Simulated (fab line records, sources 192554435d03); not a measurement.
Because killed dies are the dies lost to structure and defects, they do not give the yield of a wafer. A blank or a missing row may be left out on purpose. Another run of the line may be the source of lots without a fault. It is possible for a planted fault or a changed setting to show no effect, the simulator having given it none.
Problem report in the 8D (eight disciplines) form, filled by code ; flow n5Finfet ; the parts of the form that need people (team, actions taken, sign-off) are left out

## 1. THE ISSUE
N5_BEOL_M15_INSPECT_30, rawDefectCount: mean 271.0 over 1 wafer from 1 lot; wafers with no fault: 2.2, standard deviation 1.5. That is +99 or more standard deviations from the usual mean.
The step: inspects for defects (macro).
Seen first at day 13 08:25 on defectInspect-01, wafer L675.2. The record has a number at this step for 33 wafers belonging to 11 lots. Rule for "out" (also "out of limits"): further than 4 standard deviations from the usual mean. All remaining wafers that have a number are taken as sound.

## 2. WHAT IT IS, WHAT IT ISN'T
question;is;is not
which readings at this step;rawDefectCount;-
which lots;L675;L672, L673, L674, L677, L686, L690, L692, L693, L694, L695
which wafers of those lots;L675.2;L675.5, L675.6
read on which gauges;defectInspect-01;defectInspect-02
when;from day 13 08:25;"up to then (14 sound wafers); but 18 sound wafers of L686, L690, L692, L693, L694, L695 came after"

## 3. SUSPECTS, AND WHAT RULES EACH OUT
Counting: any tool at a process step up to the reading remains a suspect provided it ran every lot that is out. Sound lots after the first of them don't rule it out here, since some wafers of a struck lot are sound.
- the gauge at N5_BEOL_M15_INSPECT_30 is ruled out. All the wafers that are out were read on defectInspect-01, but those of them that N5_PASSIVATION_PROBE_49 has rows for are out there too, on other tools.
- rieDiel-01 at N5_BEOL_M15_STRIP_64 (strips in O2): kept. The lot that is out, L675, ran on it at day 13 07:26; the last sound lot it ran before that was L674, at day 12 10:15. Because N5_BEOL_M15_STRIP_64 lacks a start for some lots, the hours and order of its lots are taken from N5_BEOL_M15_STRIP_65.
- wetBench-03 at N5_BEOL_M15_STRIP_65 (strips in post etch residue remover, time 60 s): kept. The lot that is out, L675, ran on it at day 13 07:26; the last sound lot it ran before that was L677, at day 13 05:08.
- At N5_BEOL_M15_STRIP_64, inside rieDiel-01: chamber 2 took the wafers that are out, while their sound lot-mates went through chambers 0, 1.
After counting, rieDiel-01 at N5_BEOL_M15_STRIP_64 and wetBench-03 at N5_BEOL_M15_STRIP_65 remain.

## 4. THE CAUSE (what the simulator had put in)
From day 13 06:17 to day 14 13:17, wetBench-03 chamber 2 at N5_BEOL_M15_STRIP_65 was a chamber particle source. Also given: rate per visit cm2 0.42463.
Of the 2 suspects that counting leaves, this tool is one.

## 5. THE EFFECT CHAIN, in route order
Rows list readings where the struck wafers' mean (over those with a number) sits beyond 3 standard deviations from the usual. Only readings for which the record gives a usual standard deviation are gone through. hours: the time from each lot's start at the first step in this table that gives one to its start at this step, as a median over the lots. sigmas: the change in usual standard deviations.
hours;step;reading;usual;on struck wafers;change;sigmas
0;N5_BEOL_M15_INSPECT_30;rawDefectCount;2.2;271.0;+268.8;+99 or more
21;N5_PASSIVATION_PROBE_49;defectLimitedYield;91.6 %;87.7;-3.9;-3.2
21;N5_PASSIVATION_PROBE_49;killed_at_M4_up;13;73;+60;+12
21;N5_PASSIVATION_PROBE_49;killedDies;99;145;+46;+3.1
21;N5_PASSIVATION_PROBE_49;killedOnRim;13;24;+11;+3.1
21;N5_PASSIVATION_PROBE_49;sort_bin_5_function;4.9 %;7.3;+2.4;+3.1
21;N5_PASSIVATION_PROBE_49;sortNPass;1081;1035;-46;-3.1
21;N5_PASSIVATION_PROBE_49;sortYieldPct;91.6 %;87.7;-3.9;-3.2
Here are the process steps it includes:
- N5_PASSIVATION_PROBE_49

## 6. WHAT WOULD HAVE CAUGHT IT SOONER
The first out-of-limits reading at a measuring or inspecting step in this record came at day 13 08:25, 2 hours after the fault's start at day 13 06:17.
By day 13 08:25, every lot that is out (1) had started N5_BEOL_M15_STRIP_65 on wetBench-03. Tool hold at that time: it would have spared none of them.
